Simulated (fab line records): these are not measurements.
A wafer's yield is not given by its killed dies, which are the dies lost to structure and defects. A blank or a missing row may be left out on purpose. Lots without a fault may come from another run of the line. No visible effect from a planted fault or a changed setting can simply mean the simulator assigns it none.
The tool behind it: which one? ; flow n5 finfet ; 20 lots, 60 wafers sampled, at 6 steps of a route of 1938

WHAT EACH GAUGE READ, for each wafer
The record holds no reading of a measuring or inspecting step that can be judged against a usual standard deviation.

TOOL THAT RAN EACH LOT (tool first, then ch and the chambers of the sampled wafers, then the start)
lot;N5_BEOL_M0_SAQP_RECESS_114;N5_BEOL_M0_CUTY_ETCH_62;N5_BEOL_M0_HM_OPEN_105;N5_BEOL_M0_STRIP_140;N5_BEOL_M0_SPUTTER_116;N5_BEOL_M1_STRIP_19
L075;vapor etch-02 ch 0,1, day 5 14:37;rie diel-06 ch 0,2, day 5 20:38;rie metal-01 ch 0,1, day 6 00:16;rie diel-05 ch 2, day 6 00:29;pvd sputter-02, day 6 04:15;rie diel-04 ch 2,3, day 6 08:03
L076;vapor etch-01 ch 0,1, day 6 00:52;rie diel-01 ch 0,1,2, day 6 06:03;rie metal-02 ch 0,1, day 6 06:29;rie diel-01 ch 0,2,3, day 6 06:55;pvd sputter-01, day 6 09:49;rie diel-03 ch 1,2,3, day 6 12:19
L078;vapor etch-02 ch 0,1, day 6 16:49;rie diel-05 ch 0,1,2, day 6 21:46;rie metal-01 ch 0,1, day 6 22:38;rie diel-01 ch 0,1, day 6 22:49;pvd sputter-02, day 7 00:22;rie diel-02 ch 0,1,3, day 7 08:13
L079;vapor etch-01 ch 0,1, day 6 21:22;rie diel-01 ch 1,2, day 7 03:14;rie metal-02 ch 0,1, day 7 03:54;rie diel-06 ch 2,3, day 7 04:12;pvd sputter-01, day 7 06:41;rie diel-03 ch 1,2,3, day 7 10:51
L080;vapor etch-01 ch 0,1, day 7 02:16;rie diel-06 ch 1,2, day 7 07:27;rie metal-02 ch 0,1, day 7 07:46;rie diel-06 ch 1,2,3, day 7 07:54;pvd sputter-01, day 7 09:34;rie diel-03 ch 0,1,3, day 7 16:11
L081;vapor etch-01 ch 0,1, day 7 08:46;rie diel-05 ch 1,2,3, day 7 14:43;rie metal-02 ch 0,1, day 7 15:35;rie diel-01 ch 1,2,3, day 7 15:50;pvd sputter-01, day 7 17:31;rie diel-03 ch 0,1,2, day 7 23:46
L083;vapor etch-01 ch 0,1, day 7 18:07;rie diel-01 ch 0,1,3, day 8 01:03;rie metal-03 ch 0,1, day 8 03:10;rie diel-06 ch 0,2,3, day 8 03:20;pvd sputter-01, day 8 04:49;rie diel-03 ch 0,2,3, day 8 11:55
L085;vapor etch-02 ch 0,1, day 8 08:30;rie diel-06 ch 1,2,3, day 8 15:43;rie metal-02 ch 0,1, day 8 15:59;rie diel-01 ch 1,2, day 8 16:13;pvd sputter-02, day 8 17:17;rie diel-03 ch 0,2,3, day 8 23:44
L086;vapor etch-02 ch 0,1, day 8 16:35;rie diel-01 ch 1,2, day 9 00:32;rie metal-01 ch 0,1, day 9 00:49;rie diel-05 ch 0,1,3, day 9 00:59;pvd sputter-02, day 9 03:14;rie diel-03 ch 0,1,2, day 9 09:05
L087;vapor etch-01 ch 0, day 8 21:05;rie diel-05 ch 0,2, day 9 02:49;rie metal-01 ch 0,1, day 9 03:05;rie diel-01 ch 0,3, day 9 03:15;pvd sputter-03, day 9 04:38;rie diel-04 ch 2,3, day 9 11:04
L088;vapor etch-02 ch 0,1, day 9 08:21;rie diel-05 ch 0,1,2, day 9 13:18;rie metal-01 ch 1, day 9 14:04;rie diel-06 ch 0,1, day 9 14:14;pvd sputter-02, day 9 16:13;rie diel-03 ch 2,3, day 9 22:47
L089;vapor etch-02 ch 0,1, day 9 08:43;rie diel-05 ch 2,3, day 9 13:41;rie metal-03 ch 0,1, day 9 14:09;rie diel-05 ch 1,2, day 9 14:19;pvd sputter-02, day 9 15:46;rie diel-02 ch 0,1, day 9 20:35
L090;vapor etch-01 ch 0,1, day 9 13:19;rie diel-05 ch 0,1,2, day 9 19:18;rie metal-01 ch 0,1, day 9 19:39;rie diel-01 ch 0,2,3, day 9 19:53;pvd sputter-01, day 9 22:32;rie diel-02 ch 0,1,3, day 10 04:49
L091;vapor etch-01 ch 0,1, day 9 19:08;rie diel-01 ch 0,1,3, day 10 01:42;rie metal-02 ch 0,1, day 10 02:51;rie diel-01 ch 0,2,3, day 10 03:12;pvd sputter-03, day 10 04:25;rie diel-04 ch 1,2, day 10 12:49
L092;vapor etch-02 ch 0,1, day 10 02:13;rie diel-06 ch 0,1, day 10 07:29;rie metal-03 ch 0,1, day 10 13:33;rie diel-06 ch 0,1, day 10 13:43;pvd sputter-02, day 10 15:31;rie diel-03 ch 0,1,3, day 10 21:26
L093;vapor etch-02 ch 0,1, day 10 06:46;rie diel-01 ch 0,1,2, day 10 12:18;rie metal-01 ch 0,1, day 10 13:38;rie diel-01 ch 0,2,3, day 10 13:53;pvd sputter-03, day 10 16:13;rie diel-02 ch 0,1,3, day 10 22:21
L094;vapor etch-01 ch 0,1, day 10 10:34;rie diel-05 ch 0,1,2, day 10 16:00;rie metal-01 ch 0,1, day 10 16:26;rie diel-05 ch 2,3, day 10 16:37;pvd sputter-03, day 10 19:32;rie diel-03 ch 0,1,2, day 11 00:34
L095;vapor etch-01 ch 0,1, day 10 17:22;rie diel-05 ch 0,1, day 10 22:37;rie metal-01 ch 0,1, day 10 23:22;rie diel-01 ch 0,2, day 10 23:29;pvd sputter-02, day 11 00:57;rie diel-03 ch 1,2,3, day 11 04:04
L096;vapor etch-02 ch 0,1, day 11 07:37;rie diel-06 ch 1,3, day 11 13:31;rie metal-02 ch 0,1, day 11 14:06;rie diel-01 ch 1,2, day 11 14:51;pvd sputter-03, day 11 17:01;rie diel-04 ch 0,1,2, day 11 21:50
L097;vapor etch-02 ch 0,1, day 11 18:01;rie diel-05 ch 0,2,3, day 12 00:00;rie metal-03 ch 0,1, day 12 01:28;rie diel-06 ch 2,3, day 12 01:38;pvd sputter-01, day 12 02:56;rie diel-04 ch 1,2, day 12 06:37
- N5_BEOL_M0_SAQP_RECESS_114: chemistry HF/NH3, target SiO2, target depth 14.4 nm, afs cycles 3, sublimation time 60 s.
- N5_BEOL_M0_CUTY_ETCH_62: etches SiARC in CF4, time 58.5 s.
- N5_BEOL_M0_HM_OPEN_105: chemistry Cl2/BCl3, target TiN, target depth 12 nm.
- N5_BEOL_M0_STRIP_140: strips in CF4.
- N5_BEOL_M0_SPUTTER_116: material Cu, target thk 4 nm, time 7.37 s.
- N5_BEOL_M1_STRIP_19: strips in O2.

AS READ BY THE TOOLS THEMSELVES (means over the sampled wafers that have a number; for cases with no such wafer, the mark the record gives instead)
N5_BEOL_M0_SAQP_RECESS_114.
lot;tool;drypump motor current A (A);foreline p Torr (Torr)
L075;vapor etch-02;5.1;0.1281
L076;vapor etch-01;5.8;0.1283
L078;vapor etch-02;5.2;0.1279
L079;vapor etch-01;5.8;0.1285
L080;vapor etch-01;5.8;0.1280
L081;vapor etch-01;5.8;0.1282
L083;vapor etch-01;6.1;0.1281
L085;vapor etch-02;5.1;0.1284
L086;vapor etch-02;5.1;0.1277
L087;vapor etch-01;6.3;0.1284
L088;vapor etch-02;5.2;0.1279
L089;vapor etch-02;5.1;0.1278
L090;vapor etch-01;6.1;0.1283
L091;vapor etch-01;5.8;0.1281
L092;vapor etch-02;4.9;0.1281
L093;vapor etch-02;5.2;0.1279
L094;vapor etch-01;6.1;0.1278
L095;vapor etch-01;6.1;0.1282
L096;vapor etch-02;5.1;0.1276
L097;vapor etch-02;5.1;0.1278

N5_BEOL_M0_CUTY_ETCH_62.
lot;tool;chamber pressure mTorr (mTorr);drypump motor current A (A);etch rf on time s (s);oes product au (a.u.);rf vpp V (V);showerhead plenum p Torr (Torr);throttle valve pct (%)
L075;rie diel-06;39.99;5.5;58.1;0.66;184.5;2.17;15.77
L076;rie diel-01;39.98;5.7;58.9;0.63;183.1;2.11;15.73
L078;rie diel-05;40.01;5.7;56.8;0.78;184.7;2.13;15.44
L079;rie diel-01;40.01;5.4;58.5;0.65;184.4;2.09;15.53
L080;rie diel-06;39.98;5.9;59.0;0.66;184.7;2.18;15.77
L081;rie diel-05;39.98;5.6;57.1;0.77;183.5;2.18;15.47
L083;rie diel-01;39.96;5.7;59.0;0.63;183.9;2.11;15.69
L085;rie diel-06;40.01;5.9;58.8;0.64;184.8;2.20;15.87
L086;rie diel-01;40.01;5.5;58.4;0.61;183.8;2.10;15.69
L087;rie diel-05;40.03;5.6;57.6;0.74;183.3;2.09;15.50
L088;rie diel-05;39.99;5.7;57.6;0.74;183.8;2.12;15.48
L089;rie diel-05;40.01;5.4;57.5;0.73;183.3;2.14;15.67
L090;rie diel-05;39.94;5.7;57.4;0.74;183.7;2.12;15.48
L091;rie diel-01;39.98;5.8;58.4;0.62;183.2;2.10;15.71
L092;rie diel-06;39.99;5.3;58.5;0.71;184.5;2.25;15.71
L093;rie diel-01;40.00;5.7;59.1;0.60;183.1;2.10;15.79
L094;rie diel-05;40.00;5.7;57.0;0.74;183.5;2.12;15.50
L095;rie diel-05;40.01;5.9;58.0;0.74;183.6;2.15;15.33
L096;rie diel-06;39.98;6.0;58.1;0.75;185.2;2.24;15.64
L097;rie diel-05;40.01;5.3;57.8;0.71;183.7;2.14;15.58

N5_BEOL_M0_HM_OPEN_105.
lot;tool;bcl3 flow sccm (sccm);chamber pressure mTorr (mTorr);drypump motor current A (A);oes product au (a.u.);throttle valve pct (%)
L075;rie metal-01;21.74;10.004;5.4;0.74;21.93
L076;rie metal-02;21.81;9.999;6.1;0.88;21.74
L078;rie metal-01;21.61;10.003;5.5;0.83;21.86
L079;rie metal-02;21.71;10.002;6.2;0.92;21.65
L080;rie metal-02;21.70;10.003;6.2;0.90;21.66
L081;rie metal-02;21.74;10.003;6.1;0.87;21.73
L083;rie metal-03;21.75;9.999;6.0;0.69;21.76
L085;rie metal-02;21.72;10.009;6.1;0.86;21.75
L086;rie metal-01;21.73;9.981;5.5;0.80;21.88
L087;rie metal-01;21.74;9.999;5.5;0.80;21.89
L088;rie metal-01;21.78;9.989;5.4;0.64;22.01
L089;rie metal-03;21.73;10.017;5.9;0.72;21.78
L090;rie metal-01;21.81;10.004;5.5;0.81;21.88
L091;rie metal-02;21.69;10.002;6.2;0.87;21.67
L092;rie metal-03;21.77;10.008;6.0;0.68;21.76
L093;rie metal-01;21.77;10.001;5.5;0.79;21.88
L094;rie metal-01;21.76;10.007;5.5;0.71;21.96
L095;rie metal-01;21.74;9.994;5.4;0.71;21.94
L096;rie metal-02;21.71;10.001;6.2;0.83;21.76
L097;rie metal-03;21.83;9.999;5.9;0.72;21.80

N5_BEOL_M0_STRIP_140.
lot;tool;chamber pressure mTorr (mTorr);drypump motor current A (A);oes product au (a.u.);rf vpp V (V);showerhead plenum p Torr (Torr);throttle valve pct (%)
L075;rie diel-05;50.00;5.6;0.87;271.1;1.75;13.68
L076;rie diel-01;50.03;5.6;0.76;270.0;1.76;13.50
L078;rie diel-01;49.97;5.8;0.70;271.8;1.78;13.83
L079;rie diel-06;50.02;5.7;0.69;271.8;1.83;13.98
L080;rie diel-06;49.91;5.9;0.76;271.2;1.84;13.81
L081;rie diel-01;50.03;5.4;0.76;269.0;1.75;13.46
L083;rie diel-06;49.98;5.4;0.74;272.2;1.84;13.86
L085;rie diel-01;49.97;5.5;0.71;270.4;1.77;13.69
L086;rie diel-05;50.03;5.5;0.87;273.3;1.83;13.33
L087;rie diel-01;50.02;5.9;0.73;271.7;1.76;13.75
L088;rie diel-06;49.94;5.3;0.84;273.8;1.88;13.63
L089;rie diel-05;50.05;5.9;0.86;271.5;1.80;13.40
L090;rie diel-01;49.99;5.6;0.75;269.0;1.75;13.57
L091;rie diel-01;50.02;5.6;0.74;271.4;1.75;13.59
L092;rie diel-06;49.96;5.7;0.82;273.8;1.89;13.60
L093;rie diel-01;49.98;5.6;0.74;270.4;1.75;13.59
L094;rie diel-05;50.02;5.2;0.83;271.9;1.84;13.51
L095;rie diel-01;49.95;5.9;0.70;270.4;1.76;13.87
L096;rie diel-01;50.04;5.4;0.72;269.5;1.75;13.61
L097;rie diel-06;50.06;5.7;0.77;270.1;1.80;13.81

N5_BEOL_M0_SPUTTER_116.
lot;tool;throttle valve pct (%)
L075;pvd sputter-02;30.3
L076;pvd sputter-01;30.1
L078;pvd sputter-02;30.0
L079;pvd sputter-01;30.0
L080;pvd sputter-01;29.8
L081;pvd sputter-01;30.2
L083;pvd sputter-01;30.4
L085;pvd sputter-02;29.8
L086;pvd sputter-02;28.6
L087;pvd sputter-03;30.0
L088;pvd sputter-02;29.7
L089;pvd sputter-02;29.4
L090;pvd sputter-01;30.4
L091;pvd sputter-03;29.9
L092;pvd sputter-02;29.2
L093;pvd sputter-03;29.7
L094;pvd sputter-03;30.1
L095;pvd sputter-02;29.6
L096;pvd sputter-03;30.2
L097;pvd sputter-01;30.0

N5_BEOL_M1_STRIP_19.
lot;tool;chamber pressure mTorr (mTorr);drypump motor current A (A);oes product au (a.u.);rf vpp V (V);showerhead plenum p Torr (Torr);throttle valve pct (%)
L075;rie diel-04;29.999;5.7;0.69;3.8;2.07;16.85
L076;rie diel-03;30.000;5.7;0.74;3.4;2.06;16.67
L078;rie diel-02;29.963;5.9;0.74;4.0;2.06;16.52
L079;rie diel-03;30.001;5.7;0.73;3.5;2.06;16.69
L080;rie diel-03;30.005;5.7;0.74;3.7;2.06;16.76
L081;rie diel-03;30.001;5.7;0.72;3.7;2.05;16.75
L083;rie diel-03;29.982;6.1;0.76;3.5;2.01;16.71
L085;rie diel-03;29.993;6.2;0.75;3.7;2.01;16.72
L086;rie diel-03;29.998;5.7;0.82;3.7;2.05;16.61
L087;rie diel-04;29.982;5.8;0.81;4.2;2.06;16.75
L088;rie diel-03;29.986;6.2;0.74;3.7;2.01;16.65
L089;rie diel-02;29.997;5.7;0.74;3.3;1.98;16.46
L090;rie diel-02;29.983;5.9;0.81;3.8;2.05;16.41
L091;rie diel-04;29.979;5.8;0.88;3.4;2.09;16.50
L092;rie diel-03;30.007;5.7;0.83;3.9;2.05;16.63
L093;rie diel-02;29.979;5.9;0.80;3.2;2.05;16.42
L094;rie diel-03;29.996;5.7;0.80;3.6;2.05;16.64
L095;rie diel-03;30.003;5.7;0.81;3.4;2.05;16.56
L096;rie diel-04;29.992;5.8;0.77;3.2;2.10;16.71
L097;rie diel-04;29.997;5.8;0.85;3.7;2.09;16.52

THE ANSWER, worked out from the rows above alone
Rule: usual is defined by the lots themselves. The widest of any qualifying gaps counts: lots, ordered by their means at a reading, are off when they make up no more than a third of the lots, leave a main group of 4 or more, and stand apart from it by 3 or more times the standard deviation of that group's means. A main group is skipped when, at the precision printed for the reading in the tables above, its means are all equal. A lot without any number at a reading at which 4 lots or more have one is off too. All remaining lots with rows at the step are treated as sound. The gauges are gone through in route order, then the tools' own readings, and for those a lot's mean is taken as printed above. At the first step where some lot is off, the reading lying furthest off is the one used; lots without a number count as furthest.
No lot is off on any of the readings shown, so nothing can be concluded from this.

WHAT HAD BEEN PUT IN BY THE SIMULATOR
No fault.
